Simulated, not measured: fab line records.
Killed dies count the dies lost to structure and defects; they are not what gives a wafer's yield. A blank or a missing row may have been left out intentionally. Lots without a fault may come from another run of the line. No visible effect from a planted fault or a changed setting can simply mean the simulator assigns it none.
fab line records	flow n5-finfet
record lots=24	wafers=72	last-day=18
route steps=1938 shown SD_EPI_P@305 SDB@375 HKMG_FIN@399
lots that met no fault: from a run of the same line without faults
start-h: the number of hours between the record's first day and the start of the first shown wafer of the lot	wait-h: time in hours since the lot's previous step	" repeats the value in the row above	L1.1+2: a single row standing in for several wafers	- no value, or no start given	* or withheld: withheld	< > ~ a bound
route shown NAME@n: NAME is a module with steps in the file, n the number in the route of the first one	usual: mean and standard deviation over wafers with no fault	same: alike in all rows	chamber/n: place in a boat	sites: per-site readings	_std_site: the standard deviation of these	_edge_site: inner sites' mean taken away from outer sites' mean	radius-mm: for every site, how far away it sits from the centre of the wafer	mask NAME#n: copy n	behind: the most recent tool/chamber to have shaped the wafer	hold: the reason the lot was held/the length of the hold in hours/how it ended	device: names the non-switching transistor (n, p or np)	end of line: the route-end tests of the same wafers	step lacking rows: just its recipe	killed: not the wafer's yield, but the dies lost to structure and defects at the first sort	map: shows each die of a wafer: x if killed, . if not, _ if none is there
set.NAME: the setting that was run; set.NAME@STEP: the one run at that earlier step	model.NAME: the simulator's own value behind a step, which no gauge read
a sample of lots followed through the steps of the route, with each step as a table and each wafer as a row
services: when a tool's chamber went out of use (start-h, in hours from the record's first day, below 0 if earlier), for how many hours, and the reason
## steps
# step N5_SD_EPI_P_INSPECT_11
# recipe mode=adi	inspect-instrument=macro
# usual raw-defect-count=2.4/1.6
lot.wafer	tool	chamber	start-h	wait-h	raw-defect-count
L074.1	defect-inspect-01	-	55.12	0.0	0
L074.2	"	-	"	"	1
L074.3	"	-	"	"	1
L075.1	defect-inspect-02	-	61.05	0.0	4
L075.2	"	-	"	"	3
L075.6	"	-	"	"	2
L076.1	defect-inspect-02	-	68.95	0.0	1
L076.2	"	-	"	"	2
L076.6	"	-	"	"	1
L077.1	defect-inspect-01	-	76.60	0.0	0
L077.4	"	-	"	"	4
L077.6	"	-	"	"	2
L078.2	defect-inspect-02	-	78.20	0.0	1
L078.4	"	-	"	"	3
L078.5	"	-	"	"	1
L079.3	defect-inspect-02	-	85.18	0.0	0
L079.5	"	-	"	"	0
L079.6	"	-	"	"	4
L080.2	defect-inspect-02	-	91.93	0.0	1
L080.3	"	-	"	"	4
L080.4	"	-	"	"	2
L081.1	defect-inspect-02	-	95.54	0.0	4
L081.2	"	-	"	"	3
L081.6	"	-	"	"	0
L082.1	defect-inspect-02	-	101.22	0.0	2
L082.3	"	-	"	"	4
L082.4	"	-	"	"	1
L083.1	defect-inspect-02	-	109.88	0.0	0
L083.2	"	-	"	"	0
L083.4	"	-	"	"	1
L084.3	defect-inspect-02	-	114.73	0.0	4
L084.5	"	-	"	"	2
L084.6	"	-	"	"	1
L085.3	defect-inspect-02	-	125.93	0.0	1
L085.4	"	-	"	"	2
L085.5	"	-	"	"	4
L086.1	defect-inspect-02	-	126.53	0.0	2
L086.2	"	-	"	"	1
L086.3	"	-	"	"	2
L087.2	defect-inspect-01	-	133.91	0.0	3
L087.5	"	-	"	"	3
L087.6	"	-	"	"	6
L088.2	defect-inspect-02	-	137.46	0.0	1
L088.3	"	-	"	"	4
L088.6	"	-	"	"	3
L089.2	defect-inspect-02	-	149.26	0.0	3
L089.3	"	-	"	"	0
L089.4	"	-	"	"	2
L090.1	defect-inspect-02	-	149.78	0.0	5
L090.3	"	-	"	"	1
L090.4	"	-	"	"	4
L091.3	defect-inspect-02	-	157.72	0.0	4
L091.4	"	-	"	"	4
L091.6	"	-	"	"	5
L092.2	defect-inspect-02	-	160.80	0.0	4
L092.5	"	-	"	"	3
L092.6	"	-	"	"	3
L093.1	defect-inspect-02	-	169.62	0.0	3
L093.2	"	-	"	"	2
L093.3	"	-	"	"	3
L094.2	defect-inspect-02	-	172.37	0.0	3
L094.4	"	-	"	"	1
L094.6	"	-	"	"	1
L095.3	defect-inspect-02	-	178.37	0.0	5
L095.4	"	-	"	"	1
L095.6	"	-	"	"	2
L096.1	defect-inspect-02	-	184.91	0.0	2
L096.2	"	-	"	"	5
L096.6	"	-	"	"	3
L097.1	defect-inspect-02	-	191.45	0.0	1
L097.3	"	-	"	"	2
L097.6	"	-	"	"	1
# step N5_SD_EPI_P_ETCHBACK_46
# recipe chemistry=CH3F/O2	mode=anisotropic-etchback	target=SiNx	target-depth-a=175	stop-on=SiO2	over-etch-frac=0.3	ion-energy-ev=120	pressure-mtorr=30	source-w=395	bias-w=73	Ar_flow_sccm=150	CH3F_flow_sccm=30	O2_flow_sccm=20
# usual drypump-motor-current-A=5.5/0.4	oes_o_777_au=0.80/0.089	oes-product-au=0.69/0.079	rf-vpp-V=300/6.4	showerhead-plenum-p-Torr=2.05/0.059	throttle-valve-pct=16.24/0.25
lot.wafer	tool	chamber	start-h	wait-h	drypump-motor-current-A	oes_o_777_au	oes-product-au	rf-hours-counter-h	rf-vpp-V	showerhead-plenum-p-Torr	throttle-valve-pct
L074.1	rie-diel-06	2	55.57	0.0	5.5	0.90	0.80	12	304	2.05	16.05
L074.2	"	3	"	"	5.6	0.72	0.63	184	294	2.08	16.54
L074.3	"	1	"	"	5.6	0.91	0.80	6	297	2.13	16.02
L075.1	rie-diel-05	2	61.72	0.0	5.2	0.68	0.59	242	308	2.07	16.38
L075.2	"	1	"	"	5.5	0.76	0.66	109	309	2.09	16.28
L075.6	"	3	"	"	5.8	0.75	0.63	-	302	2.06	16.02
L076.1	rie-diel-01	0	69.40	0.0	6.3	0.85	0.72	57	298	2.03	15.91
L076.2	"	1	"	"	6.0	0.77	0.65	141	292	2.02	16.55
L076.6	"	0	"	"	6.2	0.85	0.73	-	301	2.03	15.92
L077.1	rie-diel-05	1	77.05	0.0	5.5	0.76	0.66	114	309	2.09	16.29
L077.4	"	2	"	"	5.2	0.67	0.58	247	308	2.07	16.40
L077.6	"	3	"	"	5.8	0.75	0.63	-	301	2.06	16.03
L078.2	rie-diel-06	0	78.64	0.0	5.0	0.77	0.66	133	301	2.07	16.14
L078.4	"	1	"	"	5.6	0.90	0.79	13	295	2.13	16.03
L078.5	"	1	"	"	5.6	0.89	0.79	-	296	2.13	16.01
L079.3	rie-diel-01	0	85.63	0.0	6.3	0.85	0.72	64	301	2.02	15.92
L079.5	"	0	"	"	6.3	0.84	0.71	-	300	2.02	15.91
L079.6	"	1	"	"	6.0	0.76	0.65	-	292	2.02	16.56
L080.2	rie-diel-05	1	92.38	0.0	5.5	0.75	0.66	120	308	2.09	16.31
L080.3	"	0	"	"	6.0	0.97	0.81	7	292	2.06	16.02
L080.4	"	1	"	"	5.5	0.75	0.65	-	309	2.09	16.32
L081.1	rie-diel-06	2	96.02	0.0	5.5	0.88	0.78	22	304	2.05	16.07
L081.2	"	1	"	"	5.6	0.88	0.78	18	296	2.13	16.04
L081.6	"	0	"	"	5.0	0.77	0.65	-	300	2.07	16.13
L082.1	rie-diel-05	2	101.67	0.0	5.2	0.97	0.85	1	308	2.06	15.96
L082.3	"	1	"	"	5.5	0.75	0.66	123	308	2.09	16.31
L082.4	"	0	"	"	6.0	0.95	0.80	10	292	2.06	16.02
L083.1	rie-diel-06	1	110.57	0.0	5.6	0.87	0.77	23	296	2.12	16.04
L083.2	"	3	"	"	5.6	0.70	0.62	200	295	2.08	16.55
L083.4	"	2	"	"	5.5	0.87	0.77	27	304	2.05	16.08
L084.3	rie-diel-01	2	115.18	0.0	4.9	0.73	0.61	209	294	1.91	16.63
L084.5	"	2	"	"	4.9	0.73	0.61	-	293	1.91	16.66
L084.6	"	1	"	"	6.1	0.75	0.64	-	290	2.01	16.57
L085.3	rie-diel-06	3	126.70	0.0	5.6	0.69	0.61	206	293	2.07	16.57
L085.4	"	1	"	"	5.7	0.86	0.75	29	297	2.12	16.04
L085.5	"	0	"	"	5.0	0.76	0.64	-	301	2.07	16.16
L086.1	rie-diel-05	3	127.03	0.0	5.8	0.74	0.61	195	301	2.05	16.05
L086.2	"	0	"	"	6.0	0.93	0.79	19	291	2.05	16.05
L086.3	"	1	"	"	5.5	0.74	0.64	132	309	2.09	16.34
L087.2	rie-diel-01	0	134.36	0.0	6.3	0.84	0.70	78	299	2.02	15.95
L087.5	"	0	"	"	6.2	0.83	0.70	-	300	2.02	15.95
L087.6	"	3	"	"	5.1	0.98	0.83	-	309	2.11	16.02
L088.2	rie-diel-06	2	138.18	0.0	5.5	0.86	0.76	36	303	2.04	16.09
L088.3	"	3	"	"	5.6	0.69	0.61	210	294	2.07	16.55
L088.6	"	3	"	"	5.6	0.69	0.61	-	294	2.07	16.57
L089.2	rie-diel-05	2	149.70	0.0	5.2	0.91	0.80	16	309	2.06	15.98
L089.3	"	1	"	"	5.5	0.74	0.64	139	309	2.08	16.35
L089.4	"	0	"	"	6.0	0.92	0.77	26	292	2.05	16.06
L090.1	rie-diel-01	1	150.23	0.0	6.1	0.75	0.63	169	294	2.01	16.60
L090.3	"	0	"	"	6.3	0.83	0.70	83	301	2.02	15.97
L090.4	"	2	"	"	4.9	0.72	0.61	221	294	1.91	16.67
L091.3	rie-diel-05	0	158.17	0.0	6.0	0.91	0.76	28	292	2.05	16.04
L091.4	"	2	"	"	5.2	0.90	0.79	18	308	2.06	16.00
L091.6	"	1	"	"	5.5	0.73	0.64	-	308	2.08	16.34
L092.2	rie-diel-06	2	161.37	0.0	5.5	0.84	0.75	44	304	2.04	16.09
L092.5	"	2	"	"	5.5	0.84	0.74	-	304	2.04	16.11
L092.6	"	1	"	"	5.6	0.85	0.74	-	296	2.12	16.08
L093.1	rie-diel-01	3	170.07	0.0	5.1	0.94	0.80	16	310	2.11	16.03
L093.2	"	2	"	"	4.9	0.71	0.60	226	293	1.90	16.69
L093.3	"	1	"	"	6.0	0.75	0.64	174	291	2.01	16.61
L094.2	rie-diel-01	3	172.81	0.0	5.1	0.94	0.79	18	310	2.11	16.03
L094.4	"	1	"	"	6.0	0.75	0.62	-	291	2.01	16.62
L094.6	"	2	"	"	4.9	0.71	0.61	-	292	1.90	16.70
L095.3	rie-diel-01	1	178.82	0.0	6.0	0.74	0.63	178	291	2.01	16.60
L095.4	"	3	"	"	5.1	0.94	0.79	-	311	2.11	16.03
L095.6	"	2	"	"	4.9	0.71	0.60	-	293	1.90	16.68
L096.1	rie-diel-05	2	185.36	0.0	5.2	0.89	0.77	26	308	2.06	16.00
L096.2	"	3	"	"	5.8	0.72	0.60	213	300	2.04	16.09
L096.6	"	1	"	"	5.5	0.72	0.63	-	309	2.08	16.37
L097.1	rie-diel-06	0	191.90	0.0	5.0	0.74	0.62	171	300	2.06	16.23
L097.3	"	2	"	"	5.5	0.83	0.74	54	305	2.04	16.12
L097.6	"	1	"	"	5.6	0.84	0.73	-	295	2.12	16.09
# step N5_SD_EPI_P_ETCH_47
# recipe chemistry=CH3F/O2	target=SiOCN	target-depth-a=250	mask-material=SOC	ion-energy-ev=60	bias-w=29	pressure-mtorr=30	source-w=410	Ar_flow_sccm=150	CH3F_flow_sccm=30	O2_flow_sccm=20
# usual drypump-motor-current-A=5.5/0.4	oes_o_777_au=0.80/0.089	oes-product-au=0.81/0.098	rf-vpp-V=128.6/2.8	showerhead-plenum-p-Torr=2.05/0.059	throttle-valve-pct=16.21/0.25
lot.wafer	tool	chamber	start-h	wait-h	drypump-motor-current-A	oes_o_777_au	oes-product-au	rf-hours-counter-h	rf-vpp-V	showerhead-plenum-p-Torr	throttle-valve-pct
L074.1	rie-diel-06	2	55.67	0.1	5.5	0.91	0.95	12	129.9	2.05	16.02
L074.2	"	3	"	"	5.5	0.71	0.71	184	125.8	2.08	16.49
L074.3	"	1	"	"	5.7	0.91	0.94	6	125.9	2.13	15.98
L075.1	rie-diel-05	2	61.82	0.1	5.2	0.67	0.68	242	132.6	2.07	16.37
L075.2	"	1	"	"	5.5	0.76	0.78	109	131.3	2.09	16.28
L075.6	"	3	"	"	5.8	0.75	0.75	-	129.0	2.06	16.01
L076.1	rie-diel-01	0	69.50	0.1	6.3	0.86	0.86	57	128.2	2.03	15.90
L076.2	"	1	"	"	6.1	0.77	0.76	141	126.0	2.02	16.52
L076.6	"	0	"	"	6.3	0.85	0.85	-	127.7	2.03	15.89
L077.1	rie-diel-05	1	77.15	0.1	5.5	0.75	0.78	114	132.3	2.09	16.27
L077.4	"	2	"	"	5.2	0.67	0.67	247	132.0	2.07	16.36
L077.6	"	3	"	"	5.8	0.75	0.75	-	128.6	2.06	16.01
L078.2	rie-diel-06	0	78.74	0.1	5.0	0.77	0.78	133	129.7	2.08	16.10
L078.4	"	1	"	"	5.6	0.90	0.92	13	127.4	2.13	16.00
L078.5	"	1	"	"	5.6	0.90	0.92	-	126.6	2.13	16.01
L079.3	rie-diel-01	0	85.73	0.1	6.2	0.85	0.85	64	129.2	2.02	15.91
L079.5	"	0	"	"	6.2	0.84	0.85	-	129.1	2.02	15.90
L079.6	"	1	"	"	6.0	0.77	0.75	-	124.8	2.02	16.53
L080.2	rie-diel-05	1	92.48	0.1	5.5	0.76	0.77	120	132.1	2.09	16.27
L080.3	"	0	"	"	6.0	0.96	0.95	7	124.4	2.06	15.99
L080.4	"	1	"	"	5.5	0.76	0.77	-	132.8	2.09	16.29
L081.1	rie-diel-06	2	96.12	0.1	5.5	0.87	0.93	22	129.5	2.05	16.03
L081.2	"	1	"	"	5.6	0.88	0.90	18	126.9	2.13	16.02
L081.6	"	0	"	"	5.0	0.77	0.76	-	127.7	2.07	16.14
L082.1	rie-diel-05	2	101.77	0.1	5.2	0.97	1.00	1	131.5	2.06	15.94
L082.3	"	1	"	"	5.5	0.74	0.78	123	133.2	2.09	16.29
L082.4	"	0	"	"	6.0	0.96	0.94	10	125.9	2.06	16.01
L083.1	rie-diel-06	1	110.67	0.1	5.6	0.88	0.90	23	127.3	2.12	16.03
L083.2	"	3	"	"	5.5	0.69	0.70	200	125.1	2.08	16.53
L083.4	"	2	"	"	5.5	0.88	0.91	27	130.8	2.04	16.06
L084.3	rie-diel-01	2	115.28	0.1	4.9	0.72	0.71	209	126.0	1.91	16.64
L084.5	"	2	"	"	4.9	0.72	0.71	-	125.6	1.91	16.63
L084.6	"	1	"	"	6.0	0.76	0.75	-	124.4	2.01	16.54
L085.3	rie-diel-06	3	126.80	0.1	5.6	0.69	0.70	206	125.7	2.07	16.53
L085.4	"	1	"	"	5.7	0.86	0.89	29	127.4	2.12	16.04
L085.5	"	0	"	"	5.0	0.76	0.76	-	128.7	2.07	16.15
L086.1	rie-diel-05	3	127.13	0.1	5.7	0.73	0.73	195	129.1	2.05	16.05
L086.2	"	0	"	"	6.0	0.92	0.93	19	126.0	2.05	16.02
L086.3	"	1	"	"	5.5	0.74	0.77	132	132.5	2.09	16.32
L087.2	rie-diel-01	0	134.46	0.1	6.3	0.82	0.83	78	127.7	2.02	15.94
L087.5	"	0	"	"	6.3	0.83	0.83	-	128.9	2.02	15.93
L087.6	"	3	"	"	5.1	0.97	0.99	-	134.4	2.11	15.99
L088.2	rie-diel-06	2	138.28	0.1	5.5	0.86	0.90	36	130.2	2.04	16.07
L088.3	"	3	"	"	5.6	0.69	0.70	210	126.5	2.07	16.55
L088.6	"	3	"	"	5.6	0.68	0.68	-	124.5	2.07	16.55
L089.2	rie-diel-05	2	149.80	0.1	5.2	0.91	0.95	16	132.1	2.06	15.98
L089.3	"	1	"	"	5.5	0.74	0.76	139	132.7	2.08	16.33
L089.4	"	0	"	"	6.0	0.91	0.90	26	124.7	2.05	16.01
L090.1	rie-diel-01	1	150.33	0.1	6.0	0.75	0.74	169	125.1	2.01	16.57
L090.3	"	0	"	"	6.3	0.82	0.83	83	129.3	2.02	15.93
L090.4	"	2	"	"	4.9	0.71	0.71	221	126.5	1.91	16.65
L091.3	rie-diel-05	0	158.27	0.1	6.0	0.90	0.90	28	123.9	2.05	16.04
L091.4	"	2	"	"	5.2	0.91	0.94	18	131.5	2.06	15.96
L091.6	"	1	"	"	5.5	0.74	0.76	-	133.3	2.08	16.32
L092.2	rie-diel-06	2	161.47	0.1	5.5	0.84	0.87	44	130.1	2.04	16.08
L092.5	"	2	"	"	5.5	0.84	0.87	-	130.2	2.04	16.07
L092.6	"	1	"	"	5.7	0.84	0.87	-	126.1	2.12	16.04
L093.1	rie-diel-01	3	170.17	0.1	5.1	0.95	0.95	16	134.0	2.11	16.01
L093.2	"	2	"	"	4.9	0.71	0.71	226	124.9	1.90	16.67
L093.3	"	1	"	"	6.1	0.74	0.73	174	126.0	2.01	16.58
L094.2	rie-diel-01	3	172.91	0.1	5.1	0.94	0.95	18	133.2	2.11	16.00
L094.4	"	1	"	"	6.0	0.75	0.73	-	123.9	2.01	16.57
L094.6	"	2	"	"	4.9	0.71	0.69	-	126.7	1.90	16.65
L095.3	rie-diel-01	1	178.92	0.1	6.0	0.74	0.74	178	125.7	2.01	16.60
L095.4	"	3	"	"	5.1	0.94	0.95	-	134.6	2.11	16.02
L095.6	"	2	"	"	4.9	0.70	0.70	-	125.5	1.90	16.67
L096.1	rie-diel-05	2	185.46	0.1	5.2	0.89	0.92	26	130.5	2.06	16.00
L096.2	"	3	"	"	5.8	0.73	0.72	213	128.5	2.04	16.08
L096.6	"	1	"	"	5.5	0.72	0.75	-	132.9	2.08	16.35
L097.1	rie-diel-06	0	192.00	0.1	5.0	0.74	0.74	171	128.7	2.06	16.19
L097.3	"	2	"	"	5.5	0.83	0.87	54	129.8	2.04	16.11
L097.6	"	1	"	"	5.6	0.83	0.85	-	127.6	2.12	16.07
# step N5_SD_EPI_P_INSPECT_26
# recipe inspect-instrument=darkfield	mode=post-epi
# usual raw-defect-count=185/37
lot.wafer	tool	chamber	start-h	wait-h	raw-defect-count
L074.1	defect-inspect-01	-	58.89	0.0	186
L074.2	"	-	"	"	190
L074.3	"	-	"	"	205
L075.1	defect-inspect-01	-	65.04	0.0	160
L075.2	"	-	"	"	144
L075.6	"	-	"	"	131
L076.1	defect-inspect-01	-	73.55	0.0	278
L076.2	"	-	"	"	211
L076.6	"	-	"	"	200
L077.1	defect-inspect-01	-	80.40	0.0	177
L077.4	"	-	"	"	187
L077.6	"	-	"	"	123
L078.2	defect-inspect-02	-	81.96	0.0	163
L078.4	"	-	"	"	201
L078.5	"	-	"	"	203
L079.3	defect-inspect-01	-	88.93	0.0	183
L079.5	"	-	"	"	155
L079.6	"	-	"	"	187
L080.2	defect-inspect-02	-	95.70	0.0	170
L080.3	"	-	"	"	137
L080.4	"	-	"	"	176
L081.1	defect-inspect-01	-	99.32	0.0	147
L081.2	"	-	"	"	254
L081.6	"	-	"	"	301
L082.1	defect-inspect-01	-	105.14	0.0	181
L082.3	"	-	"	"	144
L082.4	"	-	"	"	194
L083.1	defect-inspect-01	-	113.88	0.0	162
L083.2	"	-	"	"	140
L083.4	"	-	"	"	231
L084.3	defect-inspect-01	-	118.49	0.0	172
L084.5	"	-	"	"	206
L084.6	"	-	"	"	212
L086.1	defect-inspect-02	-	130.37	0.0	194
L086.2	"	-	"	"	170
L086.3	"	-	"	"	222
L085.3	defect-inspect-02	-	130.85	0.0	177
L085.4	"	-	"	"	176
L085.5	"	-	"	"	171
L087.2	defect-inspect-02	-	137.66	0.0	160
L087.5	"	-	"	"	174
L087.6	"	-	"	"	166
L088.2	defect-inspect-02	-	141.48	0.0	170
L088.3	"	-	"	"	166
L088.6	"	-	"	"	237
L089.2	defect-inspect-02	-	153.01	0.0	260
L089.3	"	-	"	"	183
L089.4	"	-	"	"	123
L090.1	defect-inspect-02	-	153.54	0.0	189
L090.3	"	-	"	"	177
L090.4	"	-	"	"	205
L091.3	defect-inspect-02	-	161.48	0.0	182
L091.4	"	-	"	"	160
L091.6	"	-	"	"	230
L092.2	defect-inspect-02	-	164.67	0.0	224
L092.5	"	-	"	"	246
L092.6	"	-	"	"	159
L093.1	defect-inspect-01	-	174.24	0.0	200
L093.2	"	-	"	"	235
L093.3	"	-	"	"	176
L094.2	defect-inspect-01	-	176.22	0.0	199
L094.4	"	-	"	"	154
L094.6	"	-	"	"	169
L095.3	defect-inspect-02	-	182.96	0.0	254
L095.4	"	-	"	"	211
L095.6	"	-	"	"	223
L096.1	defect-inspect-02	-	189.52	0.0	156
L096.2	"	-	"	"	199
L096.6	"	-	"	"	137
L097.1	defect-inspect-01	-	196.06	0.0	153
L097.3	"	-	"	"	168
L097.6	"	-	"	"	160
# step N5_SDB_THK_MEAS_31
# recipe reads=a-Si_of_DUMMY_GATE_CVD_03
# usual SDB_THK=64.8/1.1
lot.wafer	tool	chamber	start-h	wait-h	SDB_THK[nm]
L074.1	film-metro-02	-	71.86	-	67.1
L074.2	"	-	"	"	65.1
L074.3	"	-	"	"	65.3
L075.1	film-metro-02	-	76.34	-	66.6
L075.2	"	-	"	"	65.8
L075.6	"	-	"	"	65.3
L076.1	film-metro-02	-	86.03	-	64.0
L076.2	"	-	"	"	63.8
L076.6	"	-	"	"	66.2
L077.1	film-metro-01	-	94.10	-	63.4
L077.4	"	-	"	"	65.5
L077.6	"	-	"	"	65.5
L078.2	film-metro-02	-	94.52	-	64.6
L078.4	"	-	"	"	63.2
L078.5	"	-	"	"	65.4
L079.3	film-metro-01	-	100.93	-	65.0
L079.5	"	-	"	"	66.0
L079.6	"	-	"	"	64.0
L080.2	film-metro-02	-	107.48	-	65.1
L080.3	"	-	"	"	63.0
L080.4	"	-	"	"	64.9
L081.1	film-metro-02	-	110.82	-	64.1
L081.2	"	-	"	"	64.0
L081.6	"	-	"	"	64.2
L082.1	film-metro-01	-	117.70	0.2	63.3
L082.3	"	-	"	"	63.0
L082.4	"	-	"	"	65.3
L083.1	film-metro-01	-	126.00	-	63.3
L083.2	"	-	"	"	66.2
L083.4	"	-	"	"	65.9
L084.3	film-metro-02	-	130.13	-	63.1
L084.5	"	-	"	"	63.8
L084.6	"	-	"	"	63.6
L086.1	film-metro-01	-	141.80	-	63.7
L086.2	"	-	"	"	65.8
L086.3	"	-	"	"	65.1
L085.3	film-metro-01	-	144.95	-	63.8
L085.4	"	-	"	"	63.9
L085.5	"	-	"	"	64.5
L087.2	film-metro-02	-	150.03	-	63.4
L087.5	"	-	"	"	64.2
L087.6	"	-	"	"	64.8
L088.2	film-metro-02	-	153.28	-	67.3
L088.3	"	-	"	"	66.5
L088.6	"	-	"	"	65.9
L089.2	film-metro-01	-	164.83	-	64.7
L089.3	"	-	"	"	64.2
L089.4	"	-	"	"	64.7
L090.1	film-metro-01	-	165.90	-	64.5
L090.3	"	-	"	"	64.0
L090.4	"	-	"	"	63.8
L091.3	film-metro-02	-	173.41	-	63.2
L091.4	"	-	"	"	63.4
L091.6	"	-	"	"	65.4
L092.2	film-metro-01	-	176.39	-	66.1
L092.5	"	-	"	"	65.9
L092.6	"	-	"	"	65.9
L093.1	film-metro-01	-	186.33	-	64.5
L093.2	"	-	"	"	65.3
L093.3	"	-	"	"	64.9
L094.2	film-metro-02	-	188.27	-	67.1
L094.4	"	-	"	"	65.6
L094.6	"	-	"	"	67.0
L095.3	film-metro-02	-	195.22	-	64.7
L095.4	"	-	"	"	65.4
L095.6	"	-	"	"	63.6
L096.1	film-metro-01	-	201.20	-	67.2
L096.2	"	-	"	"	63.1
L096.6	"	-	"	"	65.3
L097.1	film-metro-02	-	208.23	-	64.0
L097.3	"	-	"	"	65.6
L097.6	"	-	"	"	64.4
# step N5_HKMG_FIN_OVL_MEAS_50
# recipe points-per-wafer=44
# usual NDIPOLE_OVL=-0.6/0.7
lot.wafer	tool	chamber	start-h	wait-h	NDIPOLE_OVL[nm]
L074.1	overlay-02	0	73.33	0.0	-0.3
L074.2	"	0	"	"	-1.0
L074.3	"	0	"	"	-1.0
L075.1	overlay-02	0	77.95	0.0	-0.3
L075.2	"	0	"	"	0.3
L075.6	"	0	"	"	-0.2
L076.1	overlay-02	0	87.76	0.0	-0.9
L076.2	"	0	"	"	0.4
L076.6	"	0	"	"	0.3
L077.1	overlay-02	0	95.58	0.0	0.8
L077.4	"	0	"	"	0.0
L077.6	"	0	"	"	-0.8
L078.2	overlay-01	0	96.11	0.0	0.5
L078.4	"	0	"	"	-0.1
L078.5	"	0	"	"	-0.8
L079.3	overlay-02	0	102.57	0.0	-1.7
L079.5	"	0	"	"	-1.2
L079.6	"	0	"	"	-1.1
L080.2	overlay-02	0	109.07	0.0	-0.2
L080.3	"	0	"	"	-0.2
L080.4	"	0	"	"	-0.7
L081.1	overlay-02	0	112.51	0.0	-1.1
L081.2	"	0	"	"	-1.0
L081.6	"	0	"	"	-1.4
L082.1	overlay-01	0	119.51	0.0	-1.0
L082.3	"	0	"	"	-1.2
L082.4	"	0	"	"	-2.1
L083.1	overlay-01	0	127.86	0.0	-0.4
L083.2	"	0	"	"	0.9
L083.4	"	0	"	"	0.7
L084.3	overlay-01	0	132.00	0.0	-1.2
L084.5	"	0	"	"	-1.0
L084.6	"	0	"	"	-2.3
L086.1	overlay-01	0	143.51	0.0	-1.2
L086.2	"	0	"	"	1.3
L086.3	"	0	"	"	0.2
L085.3	overlay-02	0	146.54	0.0	-0.7
L085.4	"	0	"	"	-0.7
L085.5	"	0	"	"	-0.7
L087.2	overlay-01	0	151.73	0.0	-0.8
L087.5	"	0	"	"	0.1
L087.6	"	0	"	"	-1.2
L088.2	overlay-02	0	154.90	0.0	-0.9
L088.3	"	0	"	"	-1.0
L088.6	"	0	"	"	-0.5
L089.2	overlay-01	0	166.89	0.0	-0.3
L089.3	"	0	"	"	-2.0
L089.4	"	0	"	"	-0.1
L090.1	overlay-01	0	167.66	0.0	-0.3
L090.3	"	0	"	"	0.3
L090.4	"	0	"	"	-1.1
L091.3	overlay-01	0	175.24	0.0	-0.6
L091.4	"	0	"	"	-1.7
L091.6	"	0	"	"	-1.3
L092.2	overlay-02	0	178.12	0.0	-0.4
L092.5	"	0	"	"	-0.3
L092.6	"	0	"	"	-0.7
L093.1	overlay-02	0	188.02	0.0	-0.3
L093.2	"	0	"	"	0.6
L093.3	"	0	"	"	-0.6
L094.2	overlay-01	0	189.78	0.0	-0.9
L094.4	"	0	"	"	-0.8
L094.6	"	0	"	"	-1.6
L095.3	overlay-01	0	196.97	0.0	0.4
L095.4	"	0	"	"	-0.8
L095.6	"	0	"	"	-0.2
L096.1	overlay-02	0	202.86	0.0	-1.1
L096.2	"	0	"	"	-1.1
L096.6	"	0	"	"	-1.0
L097.1	overlay-02	0	209.70	0.0	-1.4
L097.3	"	0	"	"	-0.8
L097.6	"	0	"	"	-1.1
## services
tool	chamber	start-h	hours	kind
rie-diel-05	2	35.50	9.6	repair
rie-diel-05	0	57.12	-	clean
rie-diel-05	0	57.12	-	consumable-replace:focus-ring
rie-diel-05	0	57.12	16.2	scheduled-down
rie-diel-05	0	57.12	16.2	vent-cycle
rie-diel-06	3	59.45	3.1	repair
rie-diel-01	-	61.65	0.1	repair
rie-diel-01	2	64.81	7.6	repair
rie-diel-05	2	83.90	-	clean
rie-diel-05	2	83.90	-	consumable-replace:focus-ring
rie-diel-05	2	83.90	13.0	scheduled-down
rie-diel-05	2	83.90	13.0	vent-cycle
rie-diel-01	3	99.51	-	clean
rie-diel-01	3	99.51	-	consumable-replace:focus-ring
rie-diel-01	3	99.51	-	consumable-replace:showerhead
rie-diel-01	3	99.51	16.1	scheduled-down
rie-diel-01	3	99.51	16.1	vent-cycle
rie-diel-05	-	114.50	1.7	repair
rie-diel-06	1	137.19	5.7	repair
rie-diel-01	0	168.31	12.2	repair
rie-diel-05	0	174.08	11.0	repair
rie-diel-05	2	176.32	5.8	repair
## key
fault none
